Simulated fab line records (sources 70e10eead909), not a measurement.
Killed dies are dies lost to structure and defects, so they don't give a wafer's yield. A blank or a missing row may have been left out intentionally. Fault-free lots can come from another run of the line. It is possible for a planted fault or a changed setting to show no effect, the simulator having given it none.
Chamber matching / flow nandHarc / aldHk-03 running NHARC_A_CHANNEL_FILL_D2_ALD_14: 4 sister chambers
The step deposits SiO2, target thk 2.5 nm, pulse time 10 s, ald cycles 25. 14 wafers are shown with their chamber, then 7 later ones without.

WAFERS WITH THEIR CHAMBER
wafer=L076.3; chamber=2; heaterPowerW (W)=443; precursorPulseHeightRel=1.014
wafer=L076.5; chamber=3; heaterPowerW (W)=407; precursorPulseHeightRel=0.967
wafer=L076.6; chamber=2; heaterPowerW (W)=450; precursorPulseHeightRel=0.985
wafer=L078.2; chamber=3; heaterPowerW (W)=430; precursorPulseHeightRel=0.990
wafer=L078.3; chamber=2; heaterPowerW (W)=441; precursorPulseHeightRel=1.016
wafer=L078.5; chamber=1; heaterPowerW (W)=472; precursorPulseHeightRel=0.985
wafer=L081.1; chamber=1; heaterPowerW (W)=478; precursorPulseHeightRel=0.968
wafer=L081.2; chamber=2; heaterPowerW (W)=440; precursorPulseHeightRel=1.009
wafer=L081.3; chamber=0; heaterPowerW (W)=437; precursorPulseHeightRel=1.007
wafer=L084.2; chamber=3; heaterPowerW (W)=428; precursorPulseHeightRel=0.982
wafer=L084.5; chamber=3; heaterPowerW (W)=428; precursorPulseHeightRel=0.967
wafer=L084.6; chamber=0; heaterPowerW (W)=444; precursorPulseHeightRel=1.000
wafer=L090.1; chamber=2; heaterPowerW (W)=430; precursorPulseHeightRel=1.009
wafer=L090.4; chamber=3; heaterPowerW (W)=421; precursorPulseHeightRel=0.996

SIGNATURES (averages over the wafers above)
reading=heaterPowerW; chamber 0=440.50; chamber 1=475.00; chamber 2=440.80; chamber 3=422.80; scatter within a chamber=7.8
reading=precursorPulseHeightRel; chamber 0=1.00350; chamber 1=0.97650; chamber 2=1.00660; chamber 3=0.98040; scatter within a chamber=0.0122
Rule: for each reading, subtract the chamber's mean from the wafer's reading, divide by that reading's scatter and square the result; add these up over the readings and take the root, which gives the wafer's distance from the chamber. The wafer belongs to the nearest chamber; if the next one is less than 2 further off, it can't be placed. The scatter: take each reading less its chamber's mean, square it, sum over the shown wafers, divide by the number of wafers less the number of chambers, and take the root.

WAFERS WITHOUT THEIR CHAMBER
wafer=L090.5; heaterPowerW (W)=417; precursorPulseHeightRel=0.952
wafer=L092.1; heaterPowerW (W)=427; precursorPulseHeightRel=1.012
wafer=L092.5; heaterPowerW (W)=488; precursorPulseHeightRel=0.964
wafer=L092.6; heaterPowerW (W)=439; precursorPulseHeightRel=1.032
wafer=L097.1; heaterPowerW (W)=429; precursorPulseHeightRel=1.011
wafer=L097.3; heaterPowerW (W)=486; precursorPulseHeightRel=1.050
wafer=L097.6; heaterPowerW (W)=426; precursorPulseHeightRel=0.993

WHICH CHAMBER EACH WENT THROUGH
wafer=L090.5; from the rows above=3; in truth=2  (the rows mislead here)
wafer=L092.1; from the rows above=can't be placed: 2 or 0 or 3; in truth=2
wafer=L092.5; from the rows above=1; in truth=1
wafer=L092.6; from the rows above=can't be placed: 2 or 0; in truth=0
wafer=L097.1; from the rows above=can't be placed: 2 or 0 or 3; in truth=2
wafer=L097.3; from the rows above=can't be placed: 1 or 2 or 0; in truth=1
wafer=L097.6; from the rows above=can't be placed: 3 or 0 or 2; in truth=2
Correct placement for 1 of the 7. Cannot be placed on the basis of these rows: 5; the candidates contain the true chamber in 5. 1 placed wrongly.
